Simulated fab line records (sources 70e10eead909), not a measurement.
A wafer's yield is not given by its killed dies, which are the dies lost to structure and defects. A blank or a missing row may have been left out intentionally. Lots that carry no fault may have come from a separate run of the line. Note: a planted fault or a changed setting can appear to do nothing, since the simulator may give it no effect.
Chamber matching ; flow nand-harc ; NHARC_A_STAIRCASE_DESCUM_219 on rie-diel-12: 4 sister chambers
The step chemistry O2, time 3 s. 8 wafers are shown with their chamber, then 12 later ones without.

WAFERS, EACH WITH ITS CHAMBER
wafer;chamber;showerhead-plenum-p-Torr (Torr);drypump-motor-current-A (A)
L085.5;3;1.98;5.5
L086.1;1;2.06;5.9
L086.4;2;1.81;5.4
L088.3;1;2.06;5.9
L088.6;0;1.99;6.1
L089.1;2;1.81;5.3
L089.2;0;1.99;6.0
L089.5;3;1.97;5.5

WAFERS WHOSE CHAMBER IS MISSING
wafer;showerhead-plenum-p-Torr (Torr);drypump-motor-current-A (A)
L093.1;1.99;6.1
L093.2;2.06;5.9
L093.6;1.81;5.3
L096.2;2.06;5.9
L096.4;1.80;5.3
L096.5;2.06;5.9
L097.2;1.98;6.1
L097.4;1.97;5.6
L097.6;1.97;5.6
L094.1;1.80;5.4
L094.4;1.98;6.1
L094.6;1.98;6.1

THE CHAMBER EACH PASSED THROUGH
wafer;from the rows above;in truth
L093.1;0;0
L093.2;1;1
L093.6;2;2
L096.2;1;1
L096.4;2;2
L096.5;1;1
L097.2;0;0
L097.4;3;3
L097.6;3;3
L094.1;2;2
L094.4;0;0
L094.6;0;0
Placed correctly: 12 of 12. Left unplaced by these rows: 0. Placed wrongly: 0.
How it was worked out, from the rows above alone: a wafer's distance from a chamber is the root of the sum, over the readings, of the square of ((its reading less the chamber's mean) divided by the reading's scatter). The wafer belongs to the nearest chamber; if the next one is less than 2 further off, it can't be placed. Each chamber's mean is taken over the wafers shown for it. The scatter: take each reading less its chamber's mean, square it, sum over the shown wafers, divide by the number of wafers less the number of chambers, and take the root.
